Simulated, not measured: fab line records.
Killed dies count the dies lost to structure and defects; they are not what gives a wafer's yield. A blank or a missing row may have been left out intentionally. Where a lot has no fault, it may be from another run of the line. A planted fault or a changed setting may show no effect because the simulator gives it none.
Chamber matching / flow nandHarc / rieDiel-01 running NHARC_P_BONDPAD_DESCUM_11: 4 sister chambers
The step chemistry O2, time 3 s. 18 wafers are shown with their chamber, then 9 later ones without.

== WAFERS WITH THEIR CHAMBER ==
wafer=L076.2; chamber=0; drypumpMotorCurrentA (A)=4.9; oesProductAu (a.u.)=0.987; throttleValvePct (%)=11.314
wafer=L076.4; chamber=2; drypumpMotorCurrentA (A)=5.3; oesProductAu (a.u.)=0.981; throttleValvePct (%)=11.300
wafer=L076.5; chamber=2; drypumpMotorCurrentA (A)=5.3; oesProductAu (a.u.)=0.982; throttleValvePct (%)=11.309
wafer=L078.1; chamber=0; drypumpMotorCurrentA (A)=4.9; oesProductAu (a.u.)=0.996; throttleValvePct (%)=11.318
wafer=L078.2; chamber=3; drypumpMotorCurrentA (A)=5.8; oesProductAu (a.u.)=1.008; throttleValvePct (%)=11.319
wafer=L078.5; chamber=3; drypumpMotorCurrentA (A)=5.8; oesProductAu (a.u.)=1.010; throttleValvePct (%)=11.332
wafer=L080.1; chamber=0; drypumpMotorCurrentA (A)=4.9; oesProductAu (a.u.)=0.989; throttleValvePct (%)=11.311
wafer=L080.3; chamber=3; drypumpMotorCurrentA (A)=5.8; oesProductAu (a.u.)=1.017; throttleValvePct (%)=11.296
wafer=L080.5; chamber=1; drypumpMotorCurrentA (A)=6.3; oesProductAu (a.u.)=0.993; throttleValvePct (%)=11.324
wafer=L079.1; chamber=0; drypumpMotorCurrentA (A)=4.9; oesProductAu (a.u.)=0.986; throttleValvePct (%)=11.312
wafer=L079.2; chamber=3; drypumpMotorCurrentA (A)=5.8; oesProductAu (a.u.)=1.008; throttleValvePct (%)=11.306
wafer=L079.5; chamber=0; drypumpMotorCurrentA (A)=4.9; oesProductAu (a.u.)=0.987; throttleValvePct (%)=11.305
wafer=L083.1; chamber=0; drypumpMotorCurrentA (A)=4.9; oesProductAu (a.u.)=1.003; throttleValvePct (%)=11.305
wafer=L083.2; chamber=3; drypumpMotorCurrentA (A)=5.8; oesProductAu (a.u.)=1.015; throttleValvePct (%)=11.300
wafer=L083.3; chamber=1; drypumpMotorCurrentA (A)=6.4; oesProductAu (a.u.)=1.001; throttleValvePct (%)=11.320
wafer=L084.2; chamber=0; drypumpMotorCurrentA (A)=4.9; oesProductAu (a.u.)=1.000; throttleValvePct (%)=11.322
wafer=L084.3; chamber=2; drypumpMotorCurrentA (A)=5.3; oesProductAu (a.u.)=0.985; throttleValvePct (%)=11.306
wafer=L084.6; chamber=3; drypumpMotorCurrentA (A)=5.8; oesProductAu (a.u.)=0.999; throttleValvePct (%)=11.309

SIGNATURES, as means of the wafers listed above
reading=drypumpMotorCurrentA; chamber 0=4.900; chamber 1=6.350; chamber 2=5.300; chamber 3=5.800; scatter within a chamber=0.0189
reading=oesProductAu; chamber 0=0.99257; chamber 1=0.99700; chamber 2=0.98267; chamber 3=1.00950; scatter within a chamber=0.00619
reading=throttleValvePct; chamber 0=11.31243; chamber 1=11.32200; chamber 2=11.30500; chamber 3=11.31033; scatter within a chamber=0.00912
Rule: for each reading, subtract the chamber's mean from the wafer's reading, divide by that reading's scatter and square the result; add these up over the readings and take the root, which gives the wafer's distance from the chamber. The wafer belongs to the nearest chamber; if the next one is less than 2 further off, it can't be placed. The scatter is the square root of a quotient: the sum, over the shown wafers, of each reading's squared deviation from its chamber's mean, divided by wafers minus chambers.

== WAFERS WITHOUT THEIR CHAMBER ==
wafer=L089.2; drypumpMotorCurrentA (A)=6.4; oesProductAu (a.u.)=1.001; throttleValvePct (%)=11.304
wafer=L089.3; drypumpMotorCurrentA (A)=5.3; oesProductAu (a.u.)=0.994; throttleValvePct (%)=11.311
wafer=L089.5; drypumpMotorCurrentA (A)=6.4; oesProductAu (a.u.)=0.986; throttleValvePct (%)=11.312
wafer=L093.1; drypumpMotorCurrentA (A)=5.8; oesProductAu (a.u.)=1.006; throttleValvePct (%)=11.313
wafer=L093.2; drypumpMotorCurrentA (A)=6.3; oesProductAu (a.u.)=0.994; throttleValvePct (%)=11.333
wafer=L093.3; drypumpMotorCurrentA (A)=4.9; oesProductAu (a.u.)=0.999; throttleValvePct (%)=11.325
wafer=L094.2; drypumpMotorCurrentA (A)=6.3; oesProductAu (a.u.)=0.994; throttleValvePct (%)=11.312
wafer=L094.4; drypumpMotorCurrentA (A)=5.3; oesProductAu (a.u.)=0.986; throttleValvePct (%)=11.308
wafer=L094.5; drypumpMotorCurrentA (A)=6.3; oesProductAu (a.u.)=0.997; throttleValvePct (%)=11.321

== CHAMBER TAKEN BY EACH ==
wafer=L089.2; from the rows above=1; in truth=1
wafer=L089.3; from the rows above=2; in truth=2
wafer=L089.5; from the rows above=1; in truth=1
wafer=L093.1; from the rows above=3; in truth=3
wafer=L093.2; from the rows above=1; in truth=1
wafer=L093.3; from the rows above=0; in truth=0
wafer=L094.2; from the rows above=1; in truth=1
wafer=L094.4; from the rows above=2; in truth=2
wafer=L094.5; from the rows above=1; in truth=1
Placed correctly: 9 of 9. Left unplaced by these rows: 0. Wrongly placed: 0.
